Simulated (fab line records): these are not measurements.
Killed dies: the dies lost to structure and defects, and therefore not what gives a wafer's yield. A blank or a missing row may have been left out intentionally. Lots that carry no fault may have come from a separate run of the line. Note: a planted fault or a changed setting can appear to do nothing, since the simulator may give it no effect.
Matching of chambers :: flow n5 finfet :: N5_BEOL_M4_DESCUM_16 on rie diel-05 has 4 sister chambers
The step chemistry O2, time 7 s. 4 wafers are shown with their chamber, then 7 later ones without.

## WAFERS, EACH WITH ITS CHAMBER
wafer: L086.4
chamber: 1
throttle valve pct (%): 20.70

wafer: L086.5
chamber: 3
throttle valve pct (%): 20.30

wafer: L089.2
chamber: 2
throttle valve pct (%): 20.50

wafer: L089.4
chamber: 0
throttle valve pct (%): 20.73

## WAFERS WHOSE CHAMBER IS MISSING
wafer: L089.5
throttle valve pct (%): 20.30

wafer: L090.1
throttle valve pct (%): 20.73

wafer: L090.4
throttle valve pct (%): 20.71

wafer: L090.6
throttle valve pct (%): 20.30

wafer: L096.1
throttle valve pct (%): 20.74

wafer: L096.2
throttle valve pct (%): 20.33

wafer: L096.4
throttle valve pct (%): 20.75

## CHAMBER TAKEN BY EACH
wafer: L089.5
from the rows above: 3
in truth: 3

wafer: L090.1
from the rows above: 0
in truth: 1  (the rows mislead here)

wafer: L090.4
from the rows above: can't be placed: 1 or 0
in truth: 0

wafer: L090.6
from the rows above: 3
in truth: 3

wafer: L096.1
from the rows above: 0
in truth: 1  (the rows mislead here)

wafer: L096.2
from the rows above: 3
in truth: 3

wafer: L096.4
from the rows above: 0
in truth: 0
Correct placement for 4 of the 7. Can't be placed from these rows: 1 (the true chamber is among the candidates in 1). 2 placed wrongly.
How it was worked out, from the rows above alone: a wafer's distance from a chamber is the root of the sum, over the readings, of the square of ((its reading less the chamber's mean) divided by the reading's scatter). The wafer belongs to the nearest chamber; if the next one is less than 2 further off, it can't be placed. The mean given for a chamber averages the wafers shown for that chamber. The scatter: root of mean squared gap, hidden wafer to nearest shown wafer, with one shown wafer a chamber.
